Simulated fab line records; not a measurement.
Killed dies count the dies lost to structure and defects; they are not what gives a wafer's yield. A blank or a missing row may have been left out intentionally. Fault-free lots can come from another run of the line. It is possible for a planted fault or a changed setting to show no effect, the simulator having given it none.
Problem report, 8D (eight disciplines) form, completed by code | flow n5_finfet | the parts of the form that need people (team, actions taken, sign-off) are left out

## 1. WHAT WENT WRONG
trench_depth_nm at N5_BEOL_M14_OCD_MEAS_35 reads a mean of 440 nm on 2 wafers of 2 lots; wafers without a fault read 551 nm with a standard deviation of 15. That is -7.4 standard deviations from the usual mean.
Earliest sighting: wafer L701.3 on ocd-02 at day 17 02:35. At this step, 21 wafers from 7 lots have a number in the record. By rule, "out" or "out of limits" means more than 4 standard deviations away from the usual mean. The other wafers with a number count as sound.

## 2. WHAT IT IS AND WHAT IT IS NOT
question                    | is                | is not
which readings at this step | trench_depth_nm   | -
which lots                  | L701, L702        | L680, L685, L689, L692, L695
which wafers of those lots  | L701.3, L702.1    | L701.5, L701.6, L702.2, L702.4
read on which gauges        | ocd-01, ocd-02    | -
when                        | from day 17 02:35 | up to then (17 sound wafers); but 2 sound wafers of L702 came after

## 3. THE SUSPECTS, EACH WITH WHAT RULES IT OUT
Counting: a tool at a process step up to the reading stays a suspect if it ran every lot that is out. Sound lots after the first of them don't rule it out here, since some wafers of a struck lot are sound.
- the gauge at N5_BEOL_M14_OCD_MEAS_35: ruled out. The wafers that are out were read on 2 gauges (ocd-01, ocd-02).
- rie_diel-03 at N5_BEOL_M14_DESCUM_33 (chemistry O2, time 7.9 s): kept. It ran every lot that is out, first L701 (day 17 01:58); its last sound lot up to then is L685 (day 13 05:40).
- rie_diel-03 at N5_BEOL_M14_TRENCH_ETCH_34 (etches SiO2 in C4F8/O2/Ar, target depth 556.65 nm, time 126.9 s): kept. It ran every lot that is out, first L701 (day 17 02:26); its last sound lot up to then is L685 (day 13 06:08).
What counting leaves: rie_diel-03 at N5_BEOL_M14_DESCUM_33 and rie_diel-03 at N5_BEOL_M14_TRENCH_ETCH_34.

## 4. THE CAUSE (what the simulator had put in)
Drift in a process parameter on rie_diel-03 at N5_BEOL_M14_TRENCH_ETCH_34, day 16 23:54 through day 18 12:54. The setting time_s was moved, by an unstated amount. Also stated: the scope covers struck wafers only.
2 suspects survive the count, and this tool is in that group.

## 5. SEQUENCE OF EFFECTS, ordered by route
Each row: a reading where the mean over the struck wafers with a number is more than 3 standard deviations away from the usual. Only readings for which the record gives a usual standard deviation are gone through. hours: the time from each lot's start at the first step in this table that gives one to its start at this step, as a median over the lots. sigmas: the change in usual standard deviations.
hours | step                    | reading           | usual         | on struck wafers | change  | sigmas
0     | N5_BEOL_M14_OCD_MEAS_35 | trench_depth_nm   | 551 nm        | 440              | -110    | -7.4
4     | N5_BEOL_M14_THK_MEAS_50 | M14_THK           | 554 nm        | 438              | -116    | -7.7
4     | N5_BEOL_M14_RS_MEAS_54  | M14_RS            | 0.0336 ohm/sq | 0.0423           | +0.0088 | +9.7
13    | N5_BEOL_M15_RC_MEAS_101 | SERP_M14          | 0.163 ohm/um  | 0.206            | +0.043  | +9.1
13    | N5_BEOL_M15_RC_MEAS_101 | SERP_M14_max_site | 0.164 ohm/um  | 0.209            | +0.045  | +9.3
Readings that are blank on the struck wafers while sound wafers have them: rf_fwd_power_W at N5_BEOL_M14_TRENCH_ETCH_34.

## 6. WHAT WOULD HAVE CAUGHT IT SOONER
Counted from the fault's start at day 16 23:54, it took 3 hours until the first out-of-limits reading at a measuring or inspecting step in this record, taken at day 17 02:35.
Of the lots that are out (2), L702 began N5_BEOL_M14_TRENCH_ETCH_34 on rie_diel-03 after day 17 02:35. It would have been spared by a hold on the tool at that moment.
